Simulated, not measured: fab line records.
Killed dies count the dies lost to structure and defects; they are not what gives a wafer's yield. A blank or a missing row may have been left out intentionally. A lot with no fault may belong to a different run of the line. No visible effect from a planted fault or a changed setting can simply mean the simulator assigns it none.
fab line records -- flow nandHarc
[record] lots = 5, wafers = 14, lastDay = 33
route steps=1302 shown P_GATE@112 END@1302
lots that met no fault: from a run of the same line without faults
startH: start of the lot's first displayed wafer, in hours after the record's first day -- waitH: hours elapsed since this lot's preceding step -- " repeats the value in the row above -- L1.1+2: one row covering several wafers at once -- - either no value or no given start -- * or withheld: withheld -- < > ~ a bound
route shown NAME@n: NAME is a module with steps in the file, n the number in the route of the first one -- usual: mean/standard deviation of fault-free wafers -- same: alike in all rows -- chamber/n: place in a boat -- sites: readings site by site -- _std_site: how widely they spread, as a standard deviation -- _edge_site: outer sites' mean less inner sites' -- radiusMm: for every site, how far away it sits from the centre of the wafer -- mask NAME#n: copy n -- behind: tool/chamber where the wafer was last shaped -- hold: what put the lot on hold/how long, in hours/how the hold closed -- device: transistor that didn't switch, given as n, p or np -- end of line: tests of these same wafers at the route's end -- step lacking rows: just its recipe -- killed: not the wafer's yield, but the dies lost to structure and defects at the first sort -- map: shows each die of a wafer: x if killed, . if not, _ if none is there
set.NAME: the setting that was run; set.NAME@STEP: the one run at that earlier step -- model.NAME: the simulator's own value behind a step, which no gauge read
a table for each step, a row for each wafer; lots at some steps of the route
services: a tool's chamber out of use, with start hour (startH, from the record's first day; less than 0 if before it), hours out, and reason
[[steps]]
[step NHARC_P_GATE_SRD_01]
[step NHARC_P_GATE_OXIDE_02]
[recipe] targetThkA = 375, tempC = 950, pH2oTorr = 720, oxTimeS = 365, material = SiO2
[step NHARC_P_GATE_DEHYDRATE_03]
[recipe] tempC = 150, timeS = 120
[step NHARC_P_GATE_HMDS_04]
[recipe] timeS = 30
[step NHARC_P_GATE_COAT_05]
[recipe] spinRpm = 4690
[step NHARC_P_GATE_SOFTBAKE_06]
[recipe] tempC = 122, timeS = 95
[step NHARC_P_GATE_EBR_07]
[step NHARC_P_GATE_EXPOSE_08]
[recipe] na = 0.6, doseMj = 16.75, maskId = P_HV
[step NHARC_P_GATE_PEB_09]
[recipe] pebTempC = 118, pebTimeS = 85
[step NHARC_P_GATE_DEVELOP_10]
[recipe] timeS = 70
[step NHARC_P_GATE_CD_MEAS_11]
[recipe] targetCdNm = 1640, landingEnergyEv = 500
[usual] cdNm = 1639.9/1.5
lot.wafer,tool,chamber,startH,waitH,cdNm
L728.3,cdSem-03,0,91.36,-,1639.4
L728.5,cdSem-03,0,91.36,-,1639.2
L728.6,cdSem-03,0,91.36,-,1638.2
L729.2,cdSem-02,0,98.17,-,1638.7
L729.3,cdSem-02,0,98.17,-,1638.1
L729.5,cdSem-02,0,98.17,-,1639.5
L734.1,cdSem-03,0,156.63,-,1640.6
L734.3,cdSem-03,0,156.63,-,1641.0
L734.4,cdSem-03,0,156.63,-,1640.3
L738.3,cdSem-01,0,192.31,-,1640.5
L738.4,cdSem-01,0,192.31,-,1640.6
L738.6,cdSem-01,0,192.31,-,1639.7
L747.3,cdSem-01,0,280.30,-,1643.0
L747.5,cdSem-01,0,280.30,-,1641.3
[step NHARC_P_GATE_HARDBAKE_12]
[recipe] tempC = 125, timeS = 80
[step NHARC_P_GATE_DESCUM_13]
[recipe] timeS = 3, o2FlowSccm = 200, arFlowSccm = 0, biasPowerW = 0, chemistry = O2
[usual] drypumpMotorCurrentA = 5.5/0.34, mfcArSccm = 0.017/0.013, oesProductAu = 0.997/0.008, rfVppV = 58.0/0.87, runLengthS = 23.9/0.32, showerheadPlenumPTorr = 1.93/0.083, throttleValvePct = 11.312/0.0097
lot.wafer,tool,chamber,startH,waitH,drypumpMotorCurrentA,mfcArSccm,oesProductAu,rfHoursCounterH,rfVppV,runLengthS,showerheadPlenumPTorr,throttleValvePct
L728.3,rieDiel-11,0,91.52,-,5.9,0.008,0.996,0.2,59.3,24.1,1.93,11.314
L728.6,rieDiel-11,0,91.52,-,5.9,0.008,1.003,-,57.8,23.6,1.93,11.317
L728.5,rieDiel-11,1,91.52,-,5.9,0.040,0.997,-,57.6,24.0,1.91,11.294
L729.3,rieDiel-11,2,98.34,-,5.9,0.003,1.003,0.3,58.9,23.9,1.84,11.315
L729.2,rieDiel-11,0,98.34,-,5.9,0.008,1.003,0.5,57.7,23.9,1.93,11.328
L729.5,rieDiel-11,1,98.34,-,6.0,0.040,1.006,-,58.5,24.3,1.91,11.312
L734.1,rieDiel-01,2,156.80,-,5.7,0.011,0.986,8.5,58.4,23.4,1.89,11.325
L734.3,rieDiel-01,3,156.80,-,5.8,0.034,1.002,8.8,57.8,23.9,2.03,11.300
L734.4,rieDiel-01,0,156.80,-,4.9,0.022,0.990,6.9,58.6,23.9,2.04,11.305
L738.3,rieDiel-11,1,192.50,-,5.9,0.040,0.990,3.9,58.0,24.0,1.90,11.316
L738.6,rieDiel-11,2,192.50,-,5.9,0.003,1.007,-,58.4,24.0,1.84,11.301
L738.4,rieDiel-11,0,192.50,-,5.9,0.008,1.000,-,55.4,23.8,1.93,11.295
L747.3,rieDiel-01,0,280.47,-,4.9,0.022,0.983,4.5,58.4,25.2,2.04,11.312
L747.5,rieDiel-01,3,280.47,-,5.7,0.034,0.998,-,58.6,23.9,2.02,11.302
[step NHARC_P_GATE_ETCH_14]
[recipe] targetDepthA = 488, chemistry = dHF, material = SiO2
[step NHARC_END_SORT_01]
[recipe] tempC = 25
[usual] killedAtArray = 53/21, killedAtOther = 1.0/1.3, killedAtPeriphery = 3.8/2.4, killedDies = 58/21, killedOpen = 3.4/1.9, killedShort = 2.4/1.5
[same] grossDies = 677
lot.wafer,tool,chamber,startH,waitH,killedAtArray,killedAtOther,killedAtPeriphery,killedDies,killedOpen,killedShort
L734.1,prober-02,0,663.59,2.5,15,1,6,22,2,2
L734.3,prober-02,0,665.16,3.1,32,0,6,38,6,1
L734.4,prober-02,0,665.94,3.3,15,0,6,21,2,1
L738.6,prober-01,0,695.51,4.0,18,0,1,19,1,2
// killed by level:class
L734.1 A_CHANNEL_HOLE_D2:chamberFilmFlake=7 P_CONTACT:geometricParticle:short=2 P_ZERO_WELL:chamberFilmFlake=2 A_DECK1_JOINT:chamberFilmFlake=2 A_CONTACT:chamberFilmFlake=2 P_GATE:geometricParticle:open=1 A_M0:geometricParticle:open=1 P_M2:chamberFilmFlake=1
L734.3 A_CHANNEL_HOLE_D2:chamberFilmFlake=14 A_CONTACT:chamberFilmFlake=4 A_CHANNEL_HOLE_D1:chamberFilmFlake=3 A_SLIT:chamberFilmFlake=3 A_CHANNEL_FILL_D1:geometricParticle:open=2 P_M2:chamberFilmFlake=2 A_STAIRCASE:chamberFilmFlake=2 P_CONTACT:geometricParticle:short=1
L734.4 A_CHANNEL_HOLE_D2:chamberFilmFlake=8 P_M2:chamberFilmFlake=3 A_STAIRCASE:chamberFilmFlake=3 A_CHANNEL_HOLE_D1:chamberFilmFlake=2 P_M1:geometricParticle:open=1 P_M2:geometricParticle:open=1 A_ONON_D1:geometricParticle:short=1 P_ZERO_WELL:chamberFilmFlake=1
L738.6 A_CONTACT:chamberFilmFlake=6 A_CHANNEL_HOLE_D1:chamberFilmFlake=4 A_SLIT:chamberFilmFlake=2 A_CHANNEL_HOLE_D1:geometricParticle:short=1 A_CHANNEL_FILL_D1:geometricParticle:short=1 A_CONTACT:geometricParticle:open=1 P_GATE:chamberFilmFlake=1 A_DECK1_JOINT:chamberFilmFlake=1
[[services]]
tool,chamber,startH,hours,kind
rieDiel-11,-,78.53,9.0,pm
rieDiel-11,0,78.53,9.0,ventCycle
rieDiel-11,1,78.53,9.0,ventCycle
rieDiel-11,2,78.53,9.0,ventCycle
rieDiel-11,3,78.53,9.0,ventCycle
rieDiel-11,0,87.53,-,clean
rieDiel-11,1,87.53,-,clean
rieDiel-11,2,87.53,-,clean
rieDiel-11,3,87.53,-,clean
rieDiel-01,3,87.55,2.7,repair
rieDiel-11,0,112.03,-,clean
rieDiel-11,1,112.03,-,clean
rieDiel-11,2,112.03,-,clean
rieDiel-11,3,112.03,-,clean
rieDiel-11,0,136.53,-,clean
rieDiel-11,1,136.53,-,clean
rieDiel-11,1,179.52,4.2,repair
rieDiel-11,3,189.08,8.6,repair
rieDiel-01,-,196.79,0.6,repair
rieDiel-11,3,202.24,6.2,repair
rieDiel-01,-,203.83,9.0,pm
rieDiel-11,-,255.53,9.0,pm
rieDiel-01,3,260.05,2.4,repair
rieDiel-01,0,271.69,7.7,repair
[[key]]
[firstSign] step = NHARC_P_GATE_DESCUM_13, reading = runLengthS, direction = up, sigmas = 4.1, usual = *, struck = *
effect none on later readings
metAt NHARC_P_GATE_DESCUM_13
struckWafers L747.3
testerLeftOut L747
onsetBetween 156.80 280.47
[fault] kind = processParameterDrift, tool = rieDiel-01, chamber = -, onsetH = 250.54, steps = NHARC_P_GATE_DESCUM_13, channel = timeS, offset = *, shape = step, endH = 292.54, scope = struckWafersOnly, actsIn = *, stated = *
// testerLeftOut: of these lots the tester's yield and bins aren't shown, on N5 and GAA mostly nor the transistor test; their killed dies are dies lost to structure and defects alone, not to doping, threshold or leakage, so they don't give the yield
